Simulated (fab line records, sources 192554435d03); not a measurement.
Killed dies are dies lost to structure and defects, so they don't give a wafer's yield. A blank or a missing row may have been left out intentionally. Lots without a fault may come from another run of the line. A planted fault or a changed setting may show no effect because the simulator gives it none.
Which tool did it?    flow n5Finfet    24 lots with 72 wafers sampled at 6 steps, on a route of 1938 steps

WHAT EACH GAUGE READ, for each wafer
N5_BEOL_M14_CD_MEAS_17: target cd 250 nm.
lot   measured      on        cdNm (nm)
L074  day 11 03:02  cdSem-03  251.2 251.3 252.5
L075  day 11 11:19  cdSem-01  247.6 252.9 252.0
L076  day 11 19:53  cdSem-03  249.0 251.8 252.6
L080  day 12 16:09  cdSem-02  253.8 254.5 251.0
L079  day 12 20:23  cdSem-01  254.0 252.0 252.1
L078  day 12 20:52  cdSem-01  250.5 250.0 253.8
L077  day 12 22:39  cdSem-01  252.8 250.8 248.8
L083  day 12 23:17  cdSem-01  249.6 250.4 253.0
L082  day 12 23:43  cdSem-01  253.8 256.1 254.6
L081  day 13 12:23  cdSem-01  250.1 250.2 254.7
L084  day 14 03:47  cdSem-03  248.9 247.8 248.9
L085  day 14 10:38  cdSem-02  251.1 251.1 249.8
L086  day 14 14:42  cdSem-03  253.4 253.7 252.8
L088  day 15 00:10  cdSem-02  253.9 249.9 252.2
L087  day 15 05:12  cdSem-02  253.7 253.8 251.8
L089  day 15 16:04  cdSem-01  252.6 252.2 255.5
L091  day 15 21:28  cdSem-02  252.0 248.6 252.9
L090  day 16 02:49  cdSem-01  251.8 253.8 250.2
L092  day 16 03:04  cdSem-01  250.5 250.8 249.6
L093  day 16 10:04  cdSem-02  248.3 251.1 252.0
L095  day 16 22:00  cdSem-01  252.6 254.6 253.5
L094  day 17 00:23  cdSem-02  252.6 253.4 251.0
L096  day 17 10:20  cdSem-01  249.8 256.5 254.0
L097  day 17 13:03  cdSem-02  250.4 250.6 254.4

N5_BEOL_M14_CD_MEAS_28: target cd 284.4 nm.
lot   measured      on        cdNm (nm)
L074  day 11 03:30  cdSem-01  283.3 283.5 284.9
L075  day 11 11:41  cdSem-02  282.0 284.5 284.9
L076  day 11 20:12  cdSem-03  283.5 280.9 282.3
L080  day 12 16:36  cdSem-02  283.1 282.0 283.7
L079  day 12 20:50  cdSem-02  283.4 284.6 284.3
L078  day 12 21:11  cdSem-02  283.6 283.4 283.4
L077  day 12 23:06  cdSem-01  284.0 284.9 282.8
L083  day 12 23:44  cdSem-02  282.0 285.0 286.0
L082  day 13 00:10  cdSem-01  284.4 285.5 284.2
L081  day 13 12:43  cdSem-01  284.2 284.3 283.9
L084  day 14 04:14  cdSem-02  285.1 283.8 287.1
L085  day 14 10:58  cdSem-02  281.5 281.3 282.0
L086  day 14 15:01  cdSem-03  281.5 282.5 282.1
L088  day 15 00:37  cdSem-02  282.3 284.0 281.7
L087  day 15 05:39  cdSem-01  280.1 280.0 281.5
L089  day 15 16:24  cdSem-02  284.7 284.2 284.4
L091  day 15 21:47  cdSem-01  285.1 282.0 285.1
L090  day 16 03:08  cdSem-03  284.8 284.9 286.0
L092  day 16 03:24  cdSem-03  284.4 285.3 282.6
L093  day 16 10:31  cdSem-01  282.0 287.1 284.9
L095  day 16 22:19  cdSem-01  282.9 287.2 285.7
L094  day 17 00:42  cdSem-01  283.9 283.5 284.6
L096  day 17 10:40  cdSem-03  281.8 287.8 285.7
L097  day 17 13:30  cdSem-02  280.6 281.5 278.6

N5_BEOL_M15_INSPECT_55: inspects for defects (darkfield).
lot   measured      on                rawDefectCount
L074  day 11 18:46  defectInspect-02  79 59 80
L075  day 11 22:59  defectInspect-02  34 61 50
L076  day 12 09:06  defectInspect-02  56 69 63
L080  day 13 07:08  defectInspect-01  53 84 68
L079  day 13 12:13  defectInspect-01  33 92 46
L078  day 13 13:04  defectInspect-01  87 80 94
L077  day 13 19:31  defectInspect-01  59 47 37
L083  day 13 14:52  defectInspect-01  53 64 58
L082  day 13 20:47  defectInspect-02  93 84 101
L081  day 13 21:13  defectInspect-02  71 84 62
L084  day 14 14:16  defectInspect-02  50 80 137
L085  day 15 02:36  defectInspect-02  76 64 53
L086  day 15 03:38  defectInspect-02  89 91 61
L088  day 15 11:37  defectInspect-01  78 106 93
L087  day 15 15:23  defectInspect-01  94 83 67
L089  day 16 02:11  defectInspect-02  132 71 92
L091  day 16 12:04  defectInspect-01  66 76 39
L090  day 16 12:33  defectInspect-01  101 85 93
L092  day 16 13:17  defectInspect-02  80 26 51
L093  day 16 20:29  defectInspect-02  38 33 47
L095  day 17 06:22  defectInspect-02  41 86 90
L094  day 17 09:44  defectInspect-02  60 49 96
L096  day 17 22:31  defectInspect-01  66 46 92
L097  day 18 01:10  defectInspect-02  73 62 48

WHICH TOOL RAN EACH LOT (tool, then ch and the chambers of the sampled wafers, then the start)
lot   N5_BEOL_M14_DEP_53               N5_BEOL_M15_ETCH_59                N5_BEOL_M15_STRIP_64
L074  pecvd-04 ch 0,1,2, day 11 10:50  rieDiel-01 ch 2,3, day 11 11:50    rieDiel-01 ch 2,3, day 11 18:46 or earlier
L075  pecvd-04 ch 0,2, day 11 15:16    rieDiel-06 ch 1,2, day 11 16:12    rieDiel-06 ch 1,2, day 11 22:59 or earlier
L076  pecvd-03 ch 0,2, day 12 00:19    rieDiel-06 ch 1,2,3, day 12 01:25  rieDiel-06 ch 1,2,3, day 12 09:06 or earlier
L080  pecvd-02 ch 0,1,2, day 12 19:23  rieDiel-05 ch 0,2, day 12 20:22    rieDiel-05 ch 0,2, day 13 07:08 or earlier
L079  pecvd-03 ch 0,1,2, day 13 02:35  rieDiel-05 ch 0,2, day 13 03:33    rieDiel-05 ch 0,2, day 13 12:13 or earlier
L078  pecvd-02 ch 0,1,2, day 13 06:37  rieDiel-05 ch 0,2, day 13 07:37    rieDiel-05 ch 0,2, day 13 13:04 or earlier
L077  pecvd-02 ch 0,1, day 13 13:17    rieDiel-01 ch 0,2,3, day 13 14:35  rieDiel-01 ch 0,2,3, day 13 19:31 or earlier
L083  pecvd-03 ch 1,2, day 13 08:46    rieDiel-06 ch 0,3, day 13 09:35    rieDiel-06 ch 0,3, day 13 14:52 or earlier
L082  pecvd-02 ch 0,1,2, day 13 13:49  rieDiel-05 ch 2,3, day 13 14:50    rieDiel-05 ch 2,3, day 13 20:47 or earlier
L081  pecvd-03 ch 1,2, day 13 15:53    rieDiel-06 ch 1,2, day 13 16:49    rieDiel-06 ch 1,2, day 13 21:13 or earlier
L084  pecvd-04 ch 0,2, day 14 08:08    rieDiel-01 ch 0,1,2, day 14 08:58  rieDiel-01 ch 0,1,2, day 14 14:16 or earlier
L085  pecvd-03 ch 0,2, day 14 19:20    rieDiel-05 ch 0,1, day 14 20:17    rieDiel-05 ch 0,1, day 15 02:36 or earlier
L086  pecvd-04 ch 0,2, day 14 19:28    rieDiel-01 ch 0,2,3, day 14 21:46  rieDiel-01 ch 0,2,3, day 15 03:38 or earlier
L088  pecvd-03 ch 0,2, day 15 02:50    rieDiel-05 ch 1,2,3, day 15 04:32  rieDiel-05 ch 1,2,3, day 15 11:37 or earlier
L087  pecvd-02 ch 0,1, day 15 07:52    rieDiel-06 ch 0,2, day 15 08:46    rieDiel-06 ch 0,2, day 15 15:23 or earlier
L089  pecvd-03 ch 0,1,2, day 15 20:22  rieDiel-01 ch 0,1, day 15 21:18    rieDiel-01 ch 0,1, day 16 02:11 or earlier
L091  pecvd-02 ch 1,2, day 16 05:22    rieDiel-05 ch 1,2, day 16 06:11    rieDiel-05 ch 1,2, day 16 12:04 or earlier
L090  pecvd-04 ch 0,1,2, day 16 05:43  rieDiel-01 ch 0,1, day 16 06:43    rieDiel-01 ch 0,1, day 16 12:33 or earlier
L092  pecvd-04 ch 0,1,2, day 16 06:17  rieDiel-05 ch 0,2, day 16 07:22    rieDiel-05 ch 0,2, day 16 13:17 or earlier
L093  pecvd-02 ch 0,1,2, day 16 15:01  rieDiel-01 ch 1,2, day 16 15:49    rieDiel-01 ch 1,2, day 16 20:29 or earlier
L095  pecvd-03 ch 0,2, day 17 01:29    rieDiel-01 ch 1,2,3, day 17 02:18  rieDiel-01 ch 1,2,3, day 17 06:22 or earlier
L094  pecvd-04 ch 0,1,2, day 17 03:46  rieDiel-01 ch 1,2,3, day 17 05:12  rieDiel-01 ch 1,2,3, day 17 09:44 or earlier
L096  pecvd-04 ch 0,1,2, day 17 15:35  rieDiel-01 ch 2,3, day 17 16:31    rieDiel-01 ch 2,3, day 17 22:31 or earlier
L097  pecvd-03 ch 0,2, day 17 16:04    rieDiel-05 ch 0,1,3, day 17 17:01  rieDiel-05 ch 0,1,3, day 18 01:10 or earlier
- N5_BEOL_M14_DEP_53: deposits SiCN from 3MS/NH3, target thk 50 nm, time 17.8 s.
- N5_BEOL_M15_ETCH_59: etches BARC in N2/H2, target depth 89 nm, overetch 26.7 nm, time 67.9 s.
- N5_BEOL_M15_STRIP_64: strips in O2.

AS READ BY THE TOOLS THEMSELVES (means over the sampled wafers that have a number; for cases with no such wafer, the mark the record gives instead)
N5_BEOL_M14_DEP_53.
lot   tool      showerheadPlenumPTorr (Torr)  throttleValvePct (%)
L074  pecvd-04  4.153                         17.1
L075  pecvd-04  4.146                         17.0
L076  pecvd-03  4.168                         17.6
L080  pecvd-02  4.164                         17.5
L079  pecvd-03  4.167                         18.3
L078  pecvd-02  4.161                         17.4
L077  pecvd-02  4.156                         17.5
L083  pecvd-03  4.160                         19.0
L082  pecvd-02  4.158                         17.4
L081  pecvd-03  4.181                         18.8
L084  pecvd-04  4.149                         16.7
L085  pecvd-03  4.163                         17.6
L086  pecvd-04  4.149                         17.1
L088  pecvd-03  4.179                         18.2
L087  pecvd-02  4.158                         17.5
L089  pecvd-03  4.159                         18.3
L091  pecvd-02  4.168                         17.4
L090  pecvd-04  4.154                         17.3
L092  pecvd-04  4.154                         17.2
L093  pecvd-02  4.162                         17.4
L095  pecvd-03  4.157                         17.6
L094  pecvd-04  4.156                         17.2
L096  pecvd-04  4.155                         17.0
L097  pecvd-03  4.164                         17.8

N5_BEOL_M15_ETCH_59.
lot   tool        drypumpMotorCurrentA (A)  oesProductAu (a.u.)  rfVppV (V)  showerheadPlenumPTorr (Torr)  throttleValvePct (%)
L074  rieDiel-01  6.2                       0.61                 522.8       2.49                          17.81
L075  rieDiel-06  6.2                       0.64                 523.0       2.53                          17.81
L076  rieDiel-06  6.1                       0.65                 524.5       2.55                          17.91
L080  rieDiel-05  5.6                       0.68                 522.8       2.48                          18.00
L079  rieDiel-05  5.6                       0.73                 523.9       2.54                          17.84
L078  rieDiel-05  5.6                       0.73                 523.4       2.54                          17.85
L077  rieDiel-01  5.9                       0.63                 524.9       2.57                          17.91
L083  rieDiel-06  5.4                       0.74                 527.3       2.65                          17.96
L082  rieDiel-05  5.7                       0.72                 525.8       2.60                          17.84
L081  rieDiel-06  6.0                       0.66                 524.7       2.55                          17.87
L084  rieDiel-01  6.1                       0.63                 524.7       2.57                          17.74
L085  rieDiel-05  5.7                       0.67                 523.6       2.52                          17.87
L086  rieDiel-01  5.9                       0.62                 524.3       2.57                          17.93
L088  rieDiel-05  5.8                       0.71                 526.5       2.64                          17.70
L087  rieDiel-06  5.9                       0.65                 524.4       2.56                          17.84
L089  rieDiel-01  5.8                       0.64                 525.8       2.65                          17.81
L091  rieDiel-05  5.8                       0.75                 525.7       2.62                          17.56
L090  rieDiel-01  5.8                       0.65                 527.0       2.65                          17.83
L092  rieDiel-05  5.5                       0.65                 522.1       2.47                          18.06
L093  rieDiel-01  6.3                       0.60                 521.3       2.48                          17.71
L095  rieDiel-01  6.1                       0.69                 524.3       2.55                          17.62
L094  rieDiel-01  6.1                       0.69                 524.3       2.55                          17.62
L096  rieDiel-01  6.2                       0.67                 521.6       2.47                          17.75
L097  rieDiel-05  5.8                       0.72                 524.4       2.58                          17.75

N5_BEOL_M15_STRIP_64.
lot   tool        drypumpMotorCurrentA (A)  o2FlowSccm (sccm)  oesProductAu (a.u.)  rfVppV (V)  showerheadPlenumPTorr (Torr)  throttleValvePct (%)
L074  rieDiel-01  6.1                       226.0              0.71                 3.9         2.05                          16.58
L075  rieDiel-06  6.1                       225.0              0.74                 3.4         2.10                          16.70
L076  rieDiel-06  6.1                       225.3              0.76                 3.5         2.11                          16.66
L080  rieDiel-05  5.6                       225.0              0.80                 3.1         2.05                          16.80
L079  rieDiel-05  5.6                       225.0              0.86                 3.4         2.10                          16.67
L078  rieDiel-05  5.6                       225.5              0.87                 3.7         2.10                          16.69
L077  rieDiel-01  5.8                       224.4              0.73                 3.7         2.11                          16.68
L083  rieDiel-06  5.4                       224.7              0.88                 3.6         2.20                          16.80
L082  rieDiel-05  5.7                       225.1              0.85                 4.0         2.15                          16.69
L081  rieDiel-06  6.0                       224.3              0.76                 3.8         2.10                          16.66
L084  rieDiel-01  6.0                       224.2              0.74                 4.1         2.13                          16.62
L085  rieDiel-05  5.7                       224.7              0.79                 3.6         2.07                          16.65
L086  rieDiel-01  5.9                       225.1              0.72                 3.5         2.11                          16.70
L088  rieDiel-05  5.8                       225.5              0.84                 3.7         2.17                          16.51
L087  rieDiel-06  5.9                       224.8              0.76                 3.1         2.14                          16.83
L089  rieDiel-01  5.8                       224.9              0.76                 3.9         2.19                          16.72
L091  rieDiel-05  5.8                       224.0              0.90                 3.8         2.17                          16.41
L090  rieDiel-01  5.8                       224.7              0.75                 3.7         2.19                          16.72
L092  rieDiel-05  5.6                       224.0              0.77                 3.7         2.04                          16.86
L093  rieDiel-01  6.4                       225.7              0.70                 4.3         2.04                          16.58
L095  rieDiel-01  6.1                       225.2              0.81                 3.2         2.10                          16.46
L094  rieDiel-01  6.1                       225.2              0.81                 3.9         2.10                          16.46
L096  rieDiel-01  6.1                       224.9              0.79                 3.6         2.03                          16.52
L097  rieDiel-05  5.8                       225.3              0.85                 3.4         2.12                          16.52

THE ANSWER, worked out from the rows above alone
Rule: what is usual is taken from the lots themselves. Put in order of their means at a reading, lots are off if they are a third of the lots or fewer, leave a main group of 4 or more, and stand apart from it by a gap of 3 or more times the standard deviation of the main group's means; of several such gaps the widest counts. A main group whose means are all the same, to the digits that the tables above print for the reading, isn't used. A lot without any number at a reading at which 4 lots or more have one is off too. Where the step has rows for the other lots, those lots are counted as sound. Order of review: gauges by route order, followed by the tools' own readings, for which a lot's mean as printed above is used. At the first step where some lot is off, the reading lying furthest off is the one used; lots without a number count as furthest.
Across all readings shown, no lot is off: no conclusion can be drawn from this.

WHAT THE SIMULATOR PUT IN
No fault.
